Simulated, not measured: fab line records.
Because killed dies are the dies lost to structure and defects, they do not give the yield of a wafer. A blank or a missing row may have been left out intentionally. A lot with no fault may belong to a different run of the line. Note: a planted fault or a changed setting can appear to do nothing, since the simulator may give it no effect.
Which tool is to blame? / flow nandHarc / 6 lots, 18 wafers sampled, at 2 steps of a route of 1159

== WHAT THE GAUGES READ, wafer by wafer ==
NHARC_A_BONDPAD_CD_MEAS_09 targets a cd of 500 nm.
lot=L770; measured=day 19 18:25; on=cdSem-01; cdNm (nm)=501.1 499.3 498.5
lot=L777; measured=day 22 21:05; on=cdSem-02; cdNm (nm)=501.2 500.9 502.8
lot=L784; measured=day 24 19:50; on=cdSem-03; cdNm (nm)=497.5 497.7 497.5
lot=L783; measured=day 24 20:11; on=cdSem-02; cdNm (nm)=501.5 498.5 499.6
lot=L786; measured=day 25 03:32; on=cdSem-03; cdNm (nm)=500.9 500.7 499.5
lot=L789; measured=day 25 06:56; on=cdSem-03; cdNm (nm)=502.7 501.7 501.6

== EACH LOT AND THE TOOL THAT RAN IT (in order: tool; ch and the chambers of the sampled wafers; start) ==
lot=L770; NHARC_A_BLC_CVD_24=cvdW-02 ch 0,1, day 19 07:59
lot=L777; NHARC_A_BLC_CVD_24=cvdW-01 ch 0, day 22 09:44
lot=L784; NHARC_A_BLC_CVD_24=cvdW-02 ch 0,1, day 24 07:26
lot=L783; NHARC_A_BLC_CVD_24=cvdW-01 ch 0,1, day 24 07:44
lot=L786; NHARC_A_BLC_CVD_24=cvdW-02 ch 0,1, day 24 16:13
lot=L789; NHARC_A_BLC_CVD_24=cvdW-02 ch 0,1, day 24 19:48
- NHARC_A_BLC_CVD_24: deposits W, target thk 150 nm, time 434 s.

== THE ANSWER, worked out from the rows above alone ==
Rule: the lots themselves supply what counts as usual. Put in order of their means at a reading, lots are off if they are a third of the lots or fewer, leave a main group of 4 or more, and stand apart from it by a gap of 3 or more times the standard deviation of the main group's means; of several such gaps the widest counts. The tables above print the reading to a certain number of digits; a main group whose means all agree to those digits is not used. A lot without any number at a reading at which 4 lots or more have one is off too. Where the step has rows for the other lots, those lots are counted as sound.
No lot is off at any reading shown: from this, nothing can be told.

== WHAT THE SIMULATOR HAD INSERTED ==
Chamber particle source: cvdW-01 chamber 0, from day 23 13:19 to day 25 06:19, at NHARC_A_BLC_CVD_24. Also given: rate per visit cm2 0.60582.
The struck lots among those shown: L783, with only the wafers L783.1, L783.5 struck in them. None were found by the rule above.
